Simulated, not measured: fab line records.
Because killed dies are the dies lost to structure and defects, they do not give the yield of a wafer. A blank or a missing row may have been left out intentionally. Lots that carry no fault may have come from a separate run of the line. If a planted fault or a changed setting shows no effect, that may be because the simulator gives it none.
fab line records    flow n5_finfet    part 2 of 2: steps 15 to 23 of 23
record lots=5  wafers=15  last_day=18
route steps=1938 shown BEOL_M2@878
lots that met no fault: taken from a fault-free run of the same line
start_h: the number of hours between the record's first day and the start of the first shown wafer of the lot    wait_h: hours from the lot's prior step to this one    " identical to the entry in the row above    L1.1+2: one row covering several wafers at once    - either no value or no given start    * or withheld: withheld    < > ~ a bound
route shown NAME@n: a module of which the file shows steps, and the number in the route of the first    usual: the fault-free wafers' mean and standard deviation    same: alike in all rows    chamber/n: place in a boat    sites: the reading at each site    _std_site: standard deviation of those values    _edge_site: outer sites' mean less inner sites'    radius_mm: how far each site lies from the wafer's centre    mask NAME#n: copy n    behind: the last tool/chamber to shape the wafer    hold: why the lot went on hold/how many hours it stayed there/how the hold came to an end    device: whichever transistor did not switch (one of n, p or np)    end of line: tests run on the same wafers once the route is complete    for a step that has no rows: nothing shown but its recipe    killed: dies lost to structure and defects at the first sort, not the wafer's yield    map: a wafer's dies, x killed, . not, _ none there
set.NAME: the run value of the setting; set.NAME@STEP: its run value at that earlier step    model.NAME: the simulator's own value behind a step, which no gauge read
lots seen at some steps along the route; tables by step, rows by wafer
services: the hour from which a tool's chamber was out of use, counted from the record's first day as start_h (under 0 if before that day), plus the number of hours and why
## steps
# step N5_BEOL_M2_STRIP_97
# recipe chemistry=N2/H2  time_s=10  power_w=450  temp_c=40  pressure_mtorr=20  rf_frequency_hz=6e+07  bias_power_w=7  n2_flow_sccm=200  h2_flow_sccm=200
# usual bias_power_w=7.001/0.022  drypump_motor_current_A=5.7/0.47  h2_flow_sccm=200.0/0.63  oes_product_au=0.80/0.066  rf_vpp_V=59.0/0.81  showerhead_plenum_p_Torr=2.52/0.087  temp_c=40.00/0.11  throttle_valve_pct=23.6/0.35
lot.wafer  tool         chamber  start_h  wait_h  bias_power_w  drypump_motor_current_A  h2_flow_sccm  oes_product_au  rf_hours_counter_h  rf_vpp_V  showerhead_plenum_p_Torr  temp_c  throttle_valve_pct
L084.2     rie_diel-04  2        -        -       6.990         4.7                      200.1         0.87            48                  59.1      2.58                      40.14   23.3
L084.3     "            0        "        "       7.007         6.1                      200.4         0.86            43                  59.4      2.47                      40.28   23.4
L084.5     "            1        "        "       7.021         5.4                      201.1         0.75            -                   59.1      2.45                      39.99   24.2
L085.1     rie_diel-01  0        -        -       7.017         6.2                      201.3         0.83            75                  57.9      2.45                      40.10   23.4
L085.5     "            0        "        "       7.015         6.3                      200.5         0.83            -                   59.7      2.45                      40.07   23.4
L085.6     "            3        "        "       7.014         6.2                      199.9         0.78            -                   58.8      2.44                      39.87   23.5
L089.1     rie_diel-02  0        -        -       7.006         5.2                      200.2         0.69            217                 59.6      2.51                      39.88   23.8
L089.2     "            1        "        "       7.017         6.1                      200.3         0.75            164                 57.7      2.41                      40.13   23.4
L089.5     "            1        "        "       7.010         6.1                      200.2         0.74            -                   60.0      2.41                      40.11   23.4
L091.1     rie_diel-01  0        -        -       6.959         6.2                      200.7         0.80            94                  58.3      2.44                      40.10   23.4
L091.3     "            1        "        "       6.993         5.0                      200.5         0.88            26                  58.7      2.69                      39.83   23.5
L091.6     "            1        "        "       6.998         5.1                      199.8         0.89            -                   60.1      2.69                      39.71   23.5
L092.3     rie_diel-02  2        -        -       6.998         5.7                      200.0         0.84            79                  58.5      2.48                      39.86   24.3
L092.4     "            0        "        "       7.018         5.2                      200.4         0.67            226                 58.2      2.51                      39.93   23.8
L092.6     "            3        "        "       6.965         5.9                      198.7         0.75            -                   59.7      2.64                      39.99   23.3
# step N5_BEOL_M2_OCD_MEAS_38
# usual trench_depth_nm=55.3/0.78
lot.wafer  tool    chamber  start_h  wait_h  trench_depth_nm
L084.2     ocd-01  -        199.60   -       54.8
L084.3     "       -        "        "       55.9
L084.5     "       -        "        "       54.3
L085.1     ocd-01  -        203.43   -       56.2
L085.5     "       -        "        "       56.2
L085.6     "       -        "        "       55.3
L089.1     ocd-02  -        237.73   -       55.5
L089.2     "       -        "        "       54.9
L089.5     "       -        "        "       55.8
L091.1     ocd-02  -        257.20   -       55.1
L091.3     "       -        "        "       56.0
L091.6     "       -        "        "       55.8
L092.3     ocd-02  -        267.74   -       54.5
L092.4     "       -        "        "       53.4
L092.6     "       -        "        "       55.0
# step N5_BEOL_M2_HM_STRIP_39
# recipe chemistry=peroxide_tin_strip  material=TiN  target_depth_a=250  temp_c=50  time_s=158
# usual temp_c=50.00/0.11
lot.wafer  tool          chamber  start_h  wait_h  temp_c
L084.2     wet_bench-01  4        199.64   0.0     49.98
L084.3     "             2        "        "       50.01
L084.5     "             7        "        "       49.94
L085.1     wet_bench-01  7        203.47   0.0     49.89
L085.5     "             4        "        "       50.03
L085.6     "             1        "        "       49.98
L089.1     wet_bench-04  4        237.77   0.0     49.93
L089.2     "             5        "        "       49.97
L089.5     "             1        "        "       50.01
L091.1     wet_bench-04  7        257.23   0.0     50.03
L091.3     "             4        "        "       50.19
L091.6     "             2        "        "       50.10
L092.3     wet_bench-04  4        267.83   0.1     49.94
L092.4     "             1        "        "       49.81
L092.6     "             5        "        "       49.96
# step N5_BEOL_M2_SRD_40
# recipe time_s=30  temp_c=23  rinse_liquid=diw  dry=ipa_marangoni
# usual temp_c=23.01/0.1
lot.wafer  tool          chamber  start_h  wait_h  temp_c
L084.2     wet_bench-01  4        199.68   0.0     23.04
L084.3     "             2        "        "       22.87
L084.5     "             7        "        "       23.03
L085.1     wet_bench-01  7        203.51   0.0     22.83
L085.5     "             4        "        "       23.03
L085.6     "             1        "        "       22.92
L089.1     wet_bench-04  4        237.81   0.0     22.98
L089.2     "             5        "        "       23.03
L089.5     "             1        "        "       23.06
L091.1     wet_bench-04  7        257.28   0.0     23.00
L091.3     "             4        "        "       22.92
L091.6     "             2        "        "       23.16
L092.3     wet_bench-04  4        267.88   0.0     22.90
L092.4     "             1        "        "       22.94
L092.6     "             5        "        "       22.98
# step N5_BEOL_M2_PRECLEAN_42
# recipe chemistry=residue_remover  time_s=60  temp_c=40
# usual temp_c=40.00/0.11
lot.wafer  tool          chamber  start_h  wait_h  temp_c
L084.2     wet_bench-01  4        199.70   0.0     39.90
L084.3     "             2        "        "       39.94
L084.5     "             7        "        "       39.83
L085.1     wet_bench-01  7        203.53   0.0     39.91
L085.5     "             4        "        "       40.08
L085.6     "             1        "        "       39.87
L089.1     wet_bench-04  4        237.83   0.0     39.76
L089.2     "             5        "        "       39.87
L089.5     "             1        "        "       40.04
L091.1     wet_bench-04  7        257.29   0.0     40.10
L091.3     "             4        "        "       40.01
L091.6     "             2        "        "       39.81
L092.3     wet_bench-04  4        267.89   0.0     40.02
L092.4     "             1        "        "       40.27
L092.6     "             5        "        "       39.99
# step N5_BEOL_M2_SRD_43
# recipe time_s=30  temp_c=23  rinse_liquid=diw  dry=ipa_marangoni
# usual temp_c=22.99/0.1
lot.wafer  tool          chamber  start_h  wait_h  temp_c
L084.2     wet_bench-01  4        199.72   0.0     23.12
L084.3     "             2        "        "       22.99
L084.5     "             7        "        "       23.03
L085.1     wet_bench-01  7        203.55   0.0     23.00
L085.5     "             4        "        "       22.95
L085.6     "             1        "        "       22.95
L089.1     wet_bench-04  4        237.85   0.0     22.97
L089.2     "             5        "        "       22.97
L089.5     "             1        "        "       23.15
L091.1     wet_bench-04  7        257.31   0.0     23.08
L091.3     "             4        "        "       22.92
L091.6     "             2        "        "       23.10
L092.3     wet_bench-04  4        267.91   0.0     23.02
L092.4     "             1        "        "       22.99
L092.6     "             5        "        "       22.96
# step N5_BEOL_M2_CD_MEAS_35
# recipe target_cd_nm=18  target_cd_y_nm=22.2  polarity=opening
# usual cd_nm=17.9/0.33
lot.wafer  tool       chamber  start_h  wait_h  cd_nm
L084.2     cd_sem-03  -        199.76   0.0     18.0
L084.3     "          -        "        "       17.9
L084.5     "          -        "        "       18.4
L085.1     cd_sem-01  -        203.59   0.0     18.0
L085.5     "          -        "        "       17.7
L085.6     "          -        "        "       18.0
L089.1     cd_sem-02  -        237.89   0.0     18.3
L089.2     "          -        "        "       17.2
L089.5     "          -        "        "       17.4
L091.1     cd_sem-01  -        257.35   0.0     18.1
L091.3     "          -        "        "       17.7
L091.6     "          -        "        "       18.0
L092.3     cd_sem-02  -        267.95   0.0     18.5
L092.4     "          -        "        "       18.7
L092.6     "          -        "        "       18.0
# step N5_BEOL_M2_DEGAS_44
# recipe ambient=vacuum  temp_c=250  time_s=60
# usual heater_power_w=334/36
lot.wafer  tool            chamber  start_h  wait_h  heater_power_w
L084.2     pvd_sputter-03  -        200.17   0.4     406
L084.3     "               -        "        "       360
L084.5     "               -        "        "       304
L085.1     pvd_sputter-01  -        203.91   0.3     353
L085.5     "               -        "        "       343
L085.6     "               -        "        "       305
L089.1     pvd_sputter-02  -        237.97   0.1     344
L089.2     "               -        "        "       285
L089.5     "               -        "        "       310
L091.1     pvd_sputter-01  -        258.05   0.7     357
L091.3     "               -        "        "       318
L091.6     "               -        "        "       331
L092.3     pvd_sputter-03  -        268.38   0.4     314
L092.4     "               -        "        "       351
L092.6     "               -        "        "       322
# step N5_BEOL_M2_PRE_CLEAN_45
# recipe gas=H2/He  time_s=30  temp_c=250
# usual heater_power_w=333/36
lot.wafer  tool            chamber  start_h  wait_h  heater_power_w
L084.2     pvd_sputter-03  -        200.21   0.0     412
L084.3     "               -        "        "       358
L084.5     "               -        "        "       301
L085.1     pvd_sputter-01  -        203.95   0.0     344
L085.5     "               -        "        "       342
L085.6     "               -        "        "       301
L089.1     pvd_sputter-02  -        238.01   0.0     337
L089.2     "               -        "        "       289
L089.5     "               -        "        "       320
L091.1     pvd_sputter-01  -        258.09   0.0     356
L091.3     "               -        "        "       318
L091.6     "               -        "        "       341
L092.3     pvd_sputter-03  -        268.42   0.0     318
L092.4     "               -        "        "       347
L092.6     "               -        "        "       309
## services
tool          chamber  start_h  hours  kind
rie_diel-01   -        196.61   0.9    repair
rie_diel-04   3        198.02   17.3   repair
ald_sin-01    -        210.61   0.4    repair
rie_diel-02   2        220.41   6.5    repair
rie_diel-04   1        221.06   3.8    repair
rie_diel-01   2        231.74   9.0    repair
wet_bench-01  -        239.10   12.6   repair
ald_sin-01    3        242.95   16.7   repair
ald_sin-01    -        268.29   14.0   pm
ald_sin-01    0        268.29   14.0   vent_cycle
ald_sin-01    1        268.29   14.0   vent_cycle
ald_sin-01    2        268.29   14.0   vent_cycle
ald_sin-01    3        268.29   14.0   vent_cycle
